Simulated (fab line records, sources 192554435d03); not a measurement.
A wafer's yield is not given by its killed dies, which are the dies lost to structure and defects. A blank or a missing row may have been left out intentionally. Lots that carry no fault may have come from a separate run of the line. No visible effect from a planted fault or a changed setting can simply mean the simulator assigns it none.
Chamber matching	flow n5 finfet	rie diel-05 running N5_BEOL_M0_SAQP_DESCUM_19: 4 sister chambers
The step chemistry O2, time 7.9 s. 4 wafers are shown with their chamber, then 8 later ones without.

== WAFERS WITH THEIR CHAMBER ==
wafer	chamber	showerhead plenum p Torr (Torr)
L088.3	0	2.06
L088.4	3	1.98
L088.6	1	1.99
L089.1	2	2.10

== WAFERS WHOSE CHAMBER IS MISSING ==
wafer	showerhead plenum p Torr (Torr)
L089.2	2.06
L089.3	1.98
L094.1	2.06
L094.4	1.97
L094.6	1.98
L095.2	2.05
L095.4	2.10
L095.5	1.98

== CHAMBER TAKEN BY EACH ==
wafer	from the rows above	in truth
L089.2	0	0
L089.3	can't be placed: 3 or 1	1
L094.1	0	0
L094.4	can't be placed: 3 or 1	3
L094.6	can't be placed: 3 or 1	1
L095.2	0	0
L095.4	2	2
L095.5	can't be placed: 3 or 1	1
4 of 8 placed correctly. Unplaceable from these rows: 4, with the true chamber sitting among the candidates in 4. Wrongly placed: 0.
How it was worked out, from the rows above alone: a wafer's distance from a chamber is the root of the sum, over the readings, of the square of ((its reading less the chamber's mean) divided by the reading's scatter). The wafer belongs to the nearest chamber; if the next one is less than 2 further off, it can't be placed. Each chamber's mean is taken over the wafers shown for it. The scatter (one wafer shown for each chamber): square how far every hidden wafer sits from the nearest shown wafer, average those squares and take the square root.
